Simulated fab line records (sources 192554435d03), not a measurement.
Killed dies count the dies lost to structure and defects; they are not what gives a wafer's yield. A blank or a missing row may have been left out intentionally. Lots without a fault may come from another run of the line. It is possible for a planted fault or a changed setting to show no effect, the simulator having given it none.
fab line records :: flow n5Finfet :: part 2 of 2: steps 18 to 29 of 29
[record]
  lots = 5
  wafers = 15
  lastDay = 14
route steps=1938 shown BEOL_M7@1293
lots with no fault: from the same line, run without faults
startH: the number of hours between the record's first day and the start of the first shown wafer of the lot :: waitH: time in hours since the lot's previous step :: " unchanged from the row above :: L1.1+2: one row covering several wafers at once :: - either no value or no given start :: * or withheld: withheld :: < > ~ a bound
route shown NAME@n: a module of which the file shows steps, and the number in the route of the first :: usual: mean and standard deviation over wafers with no fault :: same: alike in all rows :: chamber/n: place in a boat :: sites: readings site by site :: _std_site: the standard deviation of these :: _edge_site: mean of outer sites minus mean of inner sites :: radiusMm: how far each site lies from the wafer's centre :: mask NAME#n: copy n :: behind: the last tool/chamber to shape the wafer :: hold: why the lot was held/for how many hours/how that ended :: device: transistor that didn't switch, given as n, p or np :: end of line: the tests these same wafers got at the end of their route :: for a step that has no rows: nothing shown but its recipe :: killed: count of dies lost to structure and defects at first sort (not the wafer's yield) :: map: a wafer's dies, x killed, . not, _ none there
set.NAME: the setting that was run; set.NAME@STEP: the one run at that earlier step :: model.NAME: the simulator's own value behind a step, which no gauge read
lots at selected steps of the route; one table per step, one row per wafer
services: when a tool's chamber went out of use (startH, in hours from the record's first day, below 0 if earlier), for how many hours, and the reason
[[steps]]
[step N5_BEOL_M7_STRIP_80]
[recipe]
  chemistry = N2/H2
  timeS = 10
  powerW = 450
  tempC = 40
  pressureMtorr = 20
  rfFrequencyHz = 6e+07
  biasPowerW = 7
  n2FlowSccm = 200
  h2FlowSccm = 200
[usual]
  drypumpMotorCurrentA = 5.6/0.46
  oesProductAu = 0.80/0.086
  rfVppV = 59.0/0.78
  showerheadPlenumPTorr = 2.50/0.076
  throttleValvePct = 23.7/0.38
lot.wafer: L078.1
tool: rieDiel-06
chamber: 3
startH: -
waitH: -
drypumpMotorCurrentA: 5.3
oesProductAu: 0.72
rfHoursCounterH: 187
rfVppV: 59.4
showerheadPlenumPTorr: 2.42
throttleValvePct: 24.2

lot.wafer: L078.3
tool: rieDiel-06
chamber: 0
startH: -
waitH: -
drypumpMotorCurrentA: 5.4
oesProductAu: 0.82
rfHoursCounterH: -
rfVppV: 59.6
showerheadPlenumPTorr: 2.47
throttleValvePct: 24.0

lot.wafer: L078.6
tool: rieDiel-06
chamber: 0
startH: -
waitH: -
drypumpMotorCurrentA: 5.3
oesProductAu: 0.83
rfHoursCounterH: -
rfVppV: 58.0
showerheadPlenumPTorr: 2.47
throttleValvePct: 24.0

lot.wafer: L080.3
tool: rieDiel-06
chamber: 3
startH: -
waitH: -
drypumpMotorCurrentA: 5.3
oesProductAu: 0.71
rfHoursCounterH: 188
rfVppV: 59.7
showerheadPlenumPTorr: 2.42
throttleValvePct: 24.2

lot.wafer: L080.4
tool: rieDiel-06
chamber: 0
startH: -
waitH: -
drypumpMotorCurrentA: 5.3
oesProductAu: 0.83
rfHoursCounterH: -
rfVppV: 58.6
showerheadPlenumPTorr: 2.47
throttleValvePct: 24.0

lot.wafer: L080.5
tool: rieDiel-06
chamber: 2
startH: -
waitH: -
drypumpMotorCurrentA: 4.8
oesProductAu: 0.92
rfHoursCounterH: -
rfVppV: 59.9
showerheadPlenumPTorr: 2.60
throttleValvePct: 23.4

lot.wafer: L081.1
tool: rieDiel-04
chamber: 1
startH: -
waitH: -
drypumpMotorCurrentA: 6.5
oesProductAu: 0.77
rfHoursCounterH: 128
rfVppV: 59.8
showerheadPlenumPTorr: 2.54
throttleValvePct: 23.1

lot.wafer: L081.3
tool: rieDiel-04
chamber: 0
startH: -
waitH: -
drypumpMotorCurrentA: 5.5
oesProductAu: 0.93
rfHoursCounterH: 13
rfVppV: 58.6
showerheadPlenumPTorr: 2.49
throttleValvePct: 23.9

lot.wafer: L081.6
tool: rieDiel-04
chamber: 1
startH: -
waitH: -
drypumpMotorCurrentA: 6.5
oesProductAu: 0.76
rfHoursCounterH: -
rfVppV: 59.8
showerheadPlenumPTorr: 2.54
throttleValvePct: 23.1

lot.wafer: L082.1
tool: rieDiel-06
chamber: 3
startH: -
waitH: -
drypumpMotorCurrentA: 5.3
oesProductAu: 0.72
rfHoursCounterH: 197
rfVppV: 58.2
showerheadPlenumPTorr: 2.42
throttleValvePct: 24.2

lot.wafer: L082.3
tool: rieDiel-06
chamber: 0
startH: -
waitH: -
drypumpMotorCurrentA: 5.4
oesProductAu: 0.82
rfHoursCounterH: 84
rfVppV: 58.8
showerheadPlenumPTorr: 2.47
throttleValvePct: 24.0

lot.wafer: L082.5
tool: rieDiel-06
chamber: 3
startH: -
waitH: -
drypumpMotorCurrentA: 5.3
oesProductAu: 0.71
rfHoursCounterH: -
rfVppV: 58.3
showerheadPlenumPTorr: 2.42
throttleValvePct: 24.2

lot.wafer: L083.1
tool: rieDiel-02
chamber: 0
startH: -
waitH: -
drypumpMotorCurrentA: 6.0
oesProductAu: 0.74
rfHoursCounterH: 197
rfVppV: 58.4
showerheadPlenumPTorr: 2.49
throttleValvePct: 23.9

lot.wafer: L083.3
tool: rieDiel-02
chamber: 2
startH: -
waitH: -
drypumpMotorCurrentA: 5.7
oesProductAu: 0.65
rfHoursCounterH: 249
rfVppV: 59.2
showerheadPlenumPTorr: 2.51
throttleValvePct: 23.3

lot.wafer: L083.6
tool: rieDiel-02
chamber: 2
startH: -
waitH: -
drypumpMotorCurrentA: 5.8
oesProductAu: 0.65
rfHoursCounterH: -
rfVppV: 60.3
showerheadPlenumPTorr: 2.51
throttleValvePct: 23.3
[step N5_BEOL_M7_OCD_MEAS_38]
[usual]
  trenchDepthNm = 93.0/1.5
lot.wafer: L078.1
tool: ocd-02
chamber: -
startH: 230.56
waitH: -
trenchDepthNm: 93.5

lot.wafer: L078.3
tool: ocd-02
chamber: -
startH: 230.56
waitH: -
trenchDepthNm: 91.9

lot.wafer: L078.6
tool: ocd-02
chamber: -
startH: 230.56
waitH: -
trenchDepthNm: 92.4

lot.wafer: L080.3
tool: ocd-01
chamber: -
startH: 232.82
waitH: -
trenchDepthNm: 93.4

lot.wafer: L080.4
tool: ocd-01
chamber: -
startH: 232.82
waitH: -
trenchDepthNm: 91.0

lot.wafer: L080.5
tool: ocd-01
chamber: -
startH: 232.82
waitH: -
trenchDepthNm: 91.8

lot.wafer: L081.1
tool: ocd-02
chamber: -
startH: 253.43
waitH: -
trenchDepthNm: 92.1

lot.wafer: L081.3
tool: ocd-02
chamber: -
startH: 253.43
waitH: -
trenchDepthNm: 92.1

lot.wafer: L081.6
tool: ocd-02
chamber: -
startH: 253.43
waitH: -
trenchDepthNm: 91.3

lot.wafer: L082.1
tool: ocd-02
chamber: -
startH: 254.32
waitH: -
trenchDepthNm: 92.7

lot.wafer: L082.3
tool: ocd-02
chamber: -
startH: 254.32
waitH: -
trenchDepthNm: 91.3

lot.wafer: L082.5
tool: ocd-02
chamber: -
startH: 254.32
waitH: -
trenchDepthNm: 93.2

lot.wafer: L083.1
tool: ocd-02
chamber: -
startH: 258.01
waitH: -
trenchDepthNm: 95.3

lot.wafer: L083.3
tool: ocd-02
chamber: -
startH: 258.01
waitH: -
trenchDepthNm: 91.5

lot.wafer: L083.6
tool: ocd-02
chamber: -
startH: 258.01
waitH: -
trenchDepthNm: 91.3
[step N5_BEOL_M7_HM_STRIP_39]
[recipe]
  chemistry = peroxideTinStrip
  material = TiN
  targetDepthA = 250
  tempC = 50
  timeS = 158
lot.wafer: L078.1+3+6
tool: wetBench-02
chamber: 7,6,4
startH: 230.59
waitH: 0.0

lot.wafer: L080.3+4+5
tool: wetBench-06
chamber: 3,2,4
startH: 232.85
waitH: 0.0

lot.wafer: L081.1+3+6
tool: wetBench-06
chamber: 4,1,2
startH: 253.46
waitH: 0.0

lot.wafer: L082.1+3+5
tool: wetBench-06
chamber: 3,0,6
startH: 254.35
waitH: 0.0

lot.wafer: L083.1+3+6
tool: wetBench-02
chamber: 5,0,6
startH: 258.04
waitH: 0.0
[step N5_BEOL_M7_SRD_40]
[recipe]
  timeS = 30
  tempC = 23
  rinseLiquid = diw
  dry = ipaMarangoni
lot.wafer: L078.1+3+6
tool: wetBench-02
chamber: 7,6,4
startH: 230.64
waitH: 0.0

lot.wafer: L080.3+4+5
tool: wetBench-06
chamber: 3,2,4
startH: 232.89
waitH: 0.0

lot.wafer: L081.1+3+6
tool: wetBench-06
chamber: 4,1,2
startH: 253.51
waitH: 0.0

lot.wafer: L082.1+3+5
tool: wetBench-06
chamber: 3,0,6
startH: 254.40
waitH: 0.0

lot.wafer: L083.1+3+6
tool: wetBench-02
chamber: 5,0,6
startH: 258.09
waitH: 0.0
[step N5_BEOL_M7_PRECLEAN_42]
[recipe]
  chemistry = residueRemover
  timeS = 60
  tempC = 40
lot.wafer: L078.1+3+6
tool: wetBench-02
chamber: 7,6,4
startH: 230.66
waitH: 0.0

lot.wafer: L080.3+4+5
tool: wetBench-06
chamber: 3,2,4
startH: 232.91
waitH: 0.0

lot.wafer: L081.1+3+6
tool: wetBench-06
chamber: 4,1,2
startH: 253.53
waitH: 0.0

lot.wafer: L082.1+3+5
tool: wetBench-06
chamber: 3,0,6
startH: 254.42
waitH: 0.0

lot.wafer: L083.1+3+6
tool: wetBench-02
chamber: 5,0,6
startH: 258.10
waitH: 0.0
[step N5_BEOL_M7_SRD_43]
[recipe]
  timeS = 30
  tempC = 23
  rinseLiquid = diw
  dry = ipaMarangoni
lot.wafer: L078.1+3+6
tool: wetBench-02
chamber: 7,6,4
startH: 230.67
waitH: 0.0

lot.wafer: L080.3+4+5
tool: wetBench-06
chamber: 3,2,4
startH: 232.93
waitH: 0.0

lot.wafer: L081.1+3+6
tool: wetBench-06
chamber: 4,1,2
startH: 253.54
waitH: 0.0

lot.wafer: L082.1+3+5
tool: wetBench-06
chamber: 3,0,6
startH: 254.43
waitH: 0.0

lot.wafer: L083.1+3+6
tool: wetBench-02
chamber: 5,0,6
startH: 258.12
waitH: 0.0
[step N5_BEOL_M7_CD_MEAS_35]
[recipe]
  targetCdNm = 40
  polarity = opening
[usual]
  cdNm = 39.8/0.89
lot.wafer: L078.1
tool: cdSem-02
chamber: -
startH: 230.71
waitH: 0.0
cdNm: 39.8

lot.wafer: L078.3
tool: cdSem-02
chamber: -
startH: 230.71
waitH: 0.0
cdNm: 40.0

lot.wafer: L078.6
tool: cdSem-02
chamber: -
startH: 230.71
waitH: 0.0
cdNm: 38.6

lot.wafer: L080.3
tool: cdSem-03
chamber: -
startH: 232.97
waitH: 0.0
cdNm: 39.7

lot.wafer: L080.4
tool: cdSem-03
chamber: -
startH: 232.97
waitH: 0.0
cdNm: 38.7

lot.wafer: L080.5
tool: cdSem-03
chamber: -
startH: 232.97
waitH: 0.0
cdNm: 40.3

lot.wafer: L081.1
tool: cdSem-01
chamber: -
startH: 253.58
waitH: 0.0
cdNm: 40.1

lot.wafer: L081.3
tool: cdSem-01
chamber: -
startH: 253.58
waitH: 0.0
cdNm: 40.4

lot.wafer: L081.6
tool: cdSem-01
chamber: -
startH: 253.58
waitH: 0.0
cdNm: 40.1

lot.wafer: L082.1
tool: cdSem-01
chamber: -
startH: 254.47
waitH: 0.0
cdNm: 39.4

lot.wafer: L082.3
tool: cdSem-01
chamber: -
startH: 254.47
waitH: 0.0
cdNm: 38.2

lot.wafer: L082.5
tool: cdSem-01
chamber: -
startH: 254.47
waitH: 0.0
cdNm: 39.6

lot.wafer: L083.1
tool: cdSem-01
chamber: -
startH: 258.16
waitH: 0.0
cdNm: 40.4

lot.wafer: L083.3
tool: cdSem-01
chamber: -
startH: 258.16
waitH: 0.0
cdNm: 41.1

lot.wafer: L083.6
tool: cdSem-01
chamber: -
startH: 258.16
waitH: 0.0
cdNm: 39.8
[step N5_BEOL_M7_CURE_75]
[recipe]
  tempC = 370
  timeS = 120
  ambient = DMADMS/He
  material = SiCOH_lowk
[usual]
  lampPowerPct = 52.32/0.053
  wafer_temp_C_max = 371.9/0.54
lot.wafer: L078.1
tool: uvCure-03
chamber: 2
startH: 230.82
waitH: 0.1
lampPowerPct: 52.31
wafer_temp_C_max: 371.4

lot.wafer: L078.3
tool: uvCure-03
chamber: 2
startH: 230.82
waitH: 0.1
lampPowerPct: 52.31
wafer_temp_C_max: 370.7

lot.wafer: L078.6
tool: uvCure-03
chamber: 2
startH: 230.82
waitH: 0.1
lampPowerPct: 52.32
wafer_temp_C_max: 371.4

lot.wafer: L080.3
tool: uvCure-02
chamber: 1
startH: 233.11
waitH: 0.1
lampPowerPct: 52.37
wafer_temp_C_max: 373.2

lot.wafer: L080.4
tool: uvCure-02
chamber: 1
startH: 233.11
waitH: 0.1
lampPowerPct: 52.30
wafer_temp_C_max: 371.9

lot.wafer: L080.5
tool: uvCure-02
chamber: 1
startH: 233.11
waitH: 0.1
lampPowerPct: 52.34
wafer_temp_C_max: 372.4

lot.wafer: L081.1
tool: uvCure-03
chamber: 0
startH: 253.62
waitH: 0.0
lampPowerPct: 52.44
wafer_temp_C_max: 371.3

lot.wafer: L081.3
tool: uvCure-03
chamber: 0
startH: 253.62
waitH: 0.0
lampPowerPct: 52.38
wafer_temp_C_max: 371.9

lot.wafer: L081.6
tool: uvCure-03
chamber: 0
startH: 253.62
waitH: 0.0
lampPowerPct: 52.23
wafer_temp_C_max: 371.6

lot.wafer: L082.1
tool: uvCure-01
chamber: 0
startH: 254.52
waitH: 0.0
lampPowerPct: 52.31
wafer_temp_C_max: 371.7

lot.wafer: L082.3
tool: uvCure-01
chamber: 0
startH: 254.52
waitH: 0.0
lampPowerPct: 52.32
wafer_temp_C_max: 372.1

lot.wafer: L082.5
tool: uvCure-01
chamber: 0
startH: 254.52
waitH: 0.0
lampPowerPct: 52.27
wafer_temp_C_max: 371.9

lot.wafer: L083.1
tool: uvCure-01
chamber: 2
startH: 258.20
waitH: 0.0
lampPowerPct: 52.28
wafer_temp_C_max: 372.4

lot.wafer: L083.3
tool: uvCure-01
chamber: 2
startH: 258.20
waitH: 0.0
lampPowerPct: 52.26
wafer_temp_C_max: 372.3

lot.wafer: L083.6
tool: uvCure-01
chamber: 2
startH: 258.20
waitH: 0.0
lampPowerPct: 52.31
wafer_temp_C_max: 371.8
[step N5_BEOL_M7_DEGAS_44]
[recipe]
  ambient = vacuum
  tempC = 250
  timeS = 60
[usual]
  heaterPowerW = 337/22
lot.wafer: L078.1
tool: pvdSputter-01
chamber: -
startH: 232.95
waitH: 2.1
heaterPowerW: 336

lot.wafer: L078.3
tool: pvdSputter-01
chamber: -
startH: 232.95
waitH: 2.1
heaterPowerW: 300

lot.wafer: L078.6
tool: pvdSputter-01
chamber: -
startH: 232.95
waitH: 2.1
heaterPowerW: 301

lot.wafer: L080.3
tool: pvdSputter-03
chamber: -
startH: 233.43
waitH: 0.3
heaterPowerW: 342

lot.wafer: L080.4
tool: pvdSputter-03
chamber: -
startH: 233.43
waitH: 0.3
heaterPowerW: 312

lot.wafer: L080.5
tool: pvdSputter-03
chamber: -
startH: 233.43
waitH: 0.3
heaterPowerW: 336

lot.wafer: L081.1
tool: pvdSputter-03
chamber: -
startH: 254.53
waitH: 0.9
heaterPowerW: 365

lot.wafer: L081.3
tool: pvdSputter-03
chamber: -
startH: 254.53
waitH: 0.9
heaterPowerW: 312

lot.wafer: L081.6
tool: pvdSputter-03
chamber: -
startH: 254.53
waitH: 0.9
heaterPowerW: 345

lot.wafer: L082.1
tool: pvdSputter-02
chamber: -
startH: 254.87
waitH: 0.3
heaterPowerW: 342

lot.wafer: L082.3
tool: pvdSputter-02
chamber: -
startH: 254.87
waitH: 0.3
heaterPowerW: 366

lot.wafer: L082.5
tool: pvdSputter-02
chamber: -
startH: 254.87
waitH: 0.3
heaterPowerW: 306

lot.wafer: L083.1
tool: pvdSputter-01
chamber: -
startH: 259.39
waitH: 1.1
heaterPowerW: 373

lot.wafer: L083.3
tool: pvdSputter-01
chamber: -
startH: 259.39
waitH: 1.1
heaterPowerW: 326

lot.wafer: L083.6
tool: pvdSputter-01
chamber: -
startH: 259.39
waitH: 1.1
heaterPowerW: 352
[step N5_BEOL_M7_PRE_CLEAN_45]
[recipe]
  gas = H2/He
  timeS = 30
  tempC = 250
[usual]
  heaterPowerW = 337/22
lot.wafer: L078.1
tool: pvdSputter-01
chamber: -
startH: 232.99
waitH: 0.0
heaterPowerW: 343

lot.wafer: L078.3
tool: pvdSputter-01
chamber: -
startH: 232.99
waitH: 0.0
heaterPowerW: 300

lot.wafer: L078.6
tool: pvdSputter-01
chamber: -
startH: 232.99
waitH: 0.0
heaterPowerW: 300

lot.wafer: L080.3
tool: pvdSputter-03
chamber: -
startH: 233.47
waitH: 0.0
heaterPowerW: 344

lot.wafer: L080.4
tool: pvdSputter-03
chamber: -
startH: 233.47
waitH: 0.0
heaterPowerW: 311

lot.wafer: L080.5
tool: pvdSputter-03
chamber: -
startH: 233.47
waitH: 0.0
heaterPowerW: 337

lot.wafer: L081.1
tool: pvdSputter-03
chamber: -
startH: 254.57
waitH: 0.0
heaterPowerW: 372

lot.wafer: L081.3
tool: pvdSputter-03
chamber: -
startH: 254.57
waitH: 0.0
heaterPowerW: 312

lot.wafer: L081.6
tool: pvdSputter-03
chamber: -
startH: 254.57
waitH: 0.0
heaterPowerW: 335

lot.wafer: L082.1
tool: pvdSputter-02
chamber: -
startH: 254.91
waitH: 0.0
heaterPowerW: 347

lot.wafer: L082.3
tool: pvdSputter-02
chamber: -
startH: 254.91
waitH: 0.0
heaterPowerW: 366

lot.wafer: L082.5
tool: pvdSputter-02
chamber: -
startH: 254.91
waitH: 0.0
heaterPowerW: 309

lot.wafer: L083.1
tool: pvdSputter-01
chamber: -
startH: 259.43
waitH: 0.0
heaterPowerW: 376

lot.wafer: L083.3
tool: pvdSputter-01
chamber: -
startH: 259.43
waitH: 0.0
heaterPowerW: 337

lot.wafer: L083.6
tool: pvdSputter-01
chamber: -
startH: 259.43
waitH: 0.0
heaterPowerW: 341
[step N5_BEOL_M7_ALD_77]
[recipe]
  material = TaN
  targetThkA = 20
  tempC = 275
  aldPrecursorFamily = PDMAT
  aldCoReactant = NH3
  pressureTorr = 3
  carrierFlowSccm = 1500
  pulseTimeS = 2
  purgeTimeS = 3
  coReactantPurgeTimeS = 2
  coReactantPulseTimeS = 3
  aldCycles = 40
  precursorVesselTempC = 75
  precursorVesselPressureTorr = 26.25
  precursorVesselCarrierSccm = 1000
[usual]
  heaterPowerW = 419/33
lot.wafer: L078.1
tool: aldMetal-03
chamber: 2
startH: 233.05
waitH: 0.0
heaterPowerW: 472
sinceWetCleanH: 4511

lot.wafer: L078.3
tool: aldMetal-03
chamber: 1
startH: 233.05
waitH: 0.0
heaterPowerW: 471
sinceWetCleanH: 4511

lot.wafer: L078.6
tool: aldMetal-03
chamber: 0
startH: 233.05
waitH: 0.0
heaterPowerW: 382
sinceWetCleanH: -

lot.wafer: L080.3
tool: aldMetal-02
chamber: 3
startH: 233.53
waitH: 0.0
heaterPowerW: 417
sinceWetCleanH: 1435

lot.wafer: L080.4
tool: aldMetal-02
chamber: 2
startH: 233.53
waitH: 0.0
heaterPowerW: 380
sinceWetCleanH: 1435

lot.wafer: L080.5
tool: aldMetal-02
chamber: 3
startH: 233.53
waitH: 0.0
heaterPowerW: 423
sinceWetCleanH: -

lot.wafer: L081.1
tool: aldMetal-04
chamber: 1
startH: 254.63
waitH: 0.0
heaterPowerW: 412
sinceWetCleanH: 6071

lot.wafer: L081.3
tool: aldMetal-04
chamber: 0
startH: 254.63
waitH: 0.0
heaterPowerW: 412
sinceWetCleanH: 6071

lot.wafer: L081.6
tool: aldMetal-04
chamber: 2
startH: 254.63
waitH: 0.0
heaterPowerW: 474
sinceWetCleanH: -

lot.wafer: L082.1
tool: aldMetal-03
chamber: 0
startH: 255.07
waitH: 0.1
heaterPowerW: 382
sinceWetCleanH: 4533

lot.wafer: L082.3
tool: aldMetal-03
chamber: 1
startH: 255.07
waitH: 0.1
heaterPowerW: 494
sinceWetCleanH: 4533

lot.wafer: L082.5
tool: aldMetal-03
chamber: 3
startH: 255.07
waitH: 0.1
heaterPowerW: 424
sinceWetCleanH: -

lot.wafer: L083.1
tool: aldMetal-03
chamber: 0
startH: 259.49
waitH: 0.0
heaterPowerW: 376
sinceWetCleanH: 4538

lot.wafer: L083.3
tool: aldMetal-03
chamber: 2
startH: 259.49
waitH: 0.0
heaterPowerW: 466
sinceWetCleanH: 4538

lot.wafer: L083.6
tool: aldMetal-03
chamber: 3
startH: 259.49
waitH: 0.0
heaterPowerW: 421
sinceWetCleanH: -
[step N5_BEOL_M7_SURFACE_TREAT_79]
[recipe]
  gas = Ar
  timeS = *
  ionEnergyEv = *
  ionCurrentMaCm2 = 0.5
  pressureMtorr = *
  arFlowSccm = 30
[usual]
  throttleValvePct = *
lot.wafer: L078.1
tool: pvdSputter-02
chamber: -
startH: 233.39
waitH: 0.2
throttleValvePct: *

lot.wafer: L078.3
tool: pvdSputter-02
chamber: -
startH: 233.39
waitH: 0.2
throttleValvePct: *

lot.wafer: L078.6
tool: pvdSputter-02
chamber: -
startH: 233.39
waitH: 0.2
throttleValvePct: *

lot.wafer: L080.3
tool: pvdSputter-03
chamber: -
startH: 233.83
waitH: 0.2
throttleValvePct: *

lot.wafer: L080.4
tool: pvdSputter-03
chamber: -
startH: 233.83
waitH: 0.2
throttleValvePct: *

lot.wafer: L080.5
tool: pvdSputter-03
chamber: -
startH: 233.83
waitH: 0.2
throttleValvePct: *

lot.wafer: L081.1
tool: pvdSputter-02
chamber: -
startH: 254.95
waitH: 0.2
throttleValvePct: *

lot.wafer: L081.3
tool: pvdSputter-02
chamber: -
startH: 254.95
waitH: 0.2
throttleValvePct: *

lot.wafer: L081.6
tool: pvdSputter-02
chamber: -
startH: 254.95
waitH: 0.2
throttleValvePct: *

lot.wafer: L082.1
tool: pvdSputter-02
chamber: -
startH: 255.39
waitH: 0.2
throttleValvePct: *

lot.wafer: L082.3
tool: pvdSputter-02
chamber: -
startH: 255.39
waitH: 0.2
throttleValvePct: *

lot.wafer: L082.5
tool: pvdSputter-02
chamber: -
startH: 255.39
waitH: 0.2
throttleValvePct: *

lot.wafer: L083.1
tool: pvdSputter-03
chamber: -
startH: 259.91
waitH: 0.3
throttleValvePct: *

lot.wafer: L083.3
tool: pvdSputter-03
chamber: -
startH: 259.91
waitH: 0.3
throttleValvePct: *

lot.wafer: L083.6
tool: pvdSputter-03
chamber: -
startH: 259.91
waitH: 0.3
throttleValvePct: *
[[services]]
tool: aldMetal-04
chamber: -
startH: 207.84
hours: 2.8
kind: pm

tool: rieDiel-06
chamber: 2
startH: 218.19
hours: 13.6
kind: repair

tool: euvScanner-02
chamber: -
startH: 219.64
hours: 13.5
kind: repair

tool: rieDiel-06
chamber: 0
startH: 220.16
hours: 6.2
kind: repair

tool: euvScanner-01
chamber: 0
startH: 224.71
hours: -
kind: calibration

tool: aldMetal-02
chamber: -
startH: 238.32
hours: 2.8
kind: pm

tool: rieDiel-02
chamber: 3
startH: 243.66
hours: 9.1
kind: repair

tool: euvScanner-02
chamber: -
startH: 246.33
hours: 1.0
kind: pm

tool: euvScanner-01
chamber: -
startH: 247.63
hours: 1.0
kind: pm

tool: rieDiel-02
chamber: 2
startH: 249.10
hours: 3.6
kind: repair

tool: aldMetal-03
chamber: 2
startH: 256.20
hours: 1.8
kind: repair

tool: aldMetal-02
chamber: 1
startH: 259.77
hours: 20.7
kind: repair
